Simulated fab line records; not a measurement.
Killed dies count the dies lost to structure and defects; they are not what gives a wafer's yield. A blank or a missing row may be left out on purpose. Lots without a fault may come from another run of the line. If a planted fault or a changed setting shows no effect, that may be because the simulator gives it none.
Matching of chambers || flow nandHarc || NHARC_P_GATE_ALD_36 on aldSin-04: 4 sister chambers
The step deposits SiNx, target thk 20 nm, pulse time 60 s, ald cycles 223. 4 wafers are shown with their chamber, then 9 later ones without.

## WAFERS PAIRED WITH THEIR CHAMBERS
{"wafer": "L085.3", "chamber": 1, "heaterPowerW (W)": 951}
{"wafer": "L085.5", "chamber": 3, "heaterPowerW (W)": 848}
{"wafer": "L087.1", "chamber": 2, "heaterPowerW (W)": 807}
{"wafer": "L087.6", "chamber": 0, "heaterPowerW (W)": 750}

## WAFERS WITH NO CHAMBER GIVEN
{"wafer": "L090.4", "heaterPowerW (W)": 759}
{"wafer": "L090.3", "heaterPowerW (W)": 786}
{"wafer": "L090.5", "heaterPowerW (W)": 726}
{"wafer": "L093.2", "heaterPowerW (W)": 759}
{"wafer": "L093.3", "heaterPowerW (W)": 958}
{"wafer": "L093.6", "heaterPowerW (W)": 776}
{"wafer": "L095.3", "heaterPowerW (W)": 968}
{"wafer": "L095.2", "heaterPowerW (W)": 847}
{"wafer": "L095.5", "heaterPowerW (W)": 774}

## THE CHAMBER EACH PASSED THROUGH
{"wafer": "L090.4", "from the rows above": 0, "in truth": 0}
{"wafer": "L090.3", "from the rows above": "can't be placed: 2 or 0", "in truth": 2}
{"wafer": "L090.5", "from the rows above": 0, "in truth": 0}
{"wafer": "L093.2", "from the rows above": 0, "in truth": 0}
{"wafer": "L093.3", "from the rows above": 1, "in truth": 1}
{"wafer": "L093.6", "from the rows above": "can't be placed: 0 or 2", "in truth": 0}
{"wafer": "L095.3", "from the rows above": 1, "in truth": 1}
{"wafer": "L095.2", "from the rows above": 3, "in truth": 3}
{"wafer": "L095.5", "from the rows above": "can't be placed: 0 or 2", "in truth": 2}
Placed correctly: 6 of 9. From these rows, 3 cannot be placed; in 3 the true chamber is one of the candidates. Wrongly placed: 0.
How it was worked out, from the rows above alone: a wafer's distance from a chamber is the root of the sum, over the readings, of the square of ((its reading less the chamber's mean) divided by the reading's scatter). If the next closest chamber is less than 2 further off than the closest, the wafer can't be placed; otherwise it belongs to the closest. Each chamber's mean is taken over the wafers shown for it. The scatter: with one shown wafer a chamber, the root of the mean of the squares of how far each hidden wafer lies from its nearest shown one.
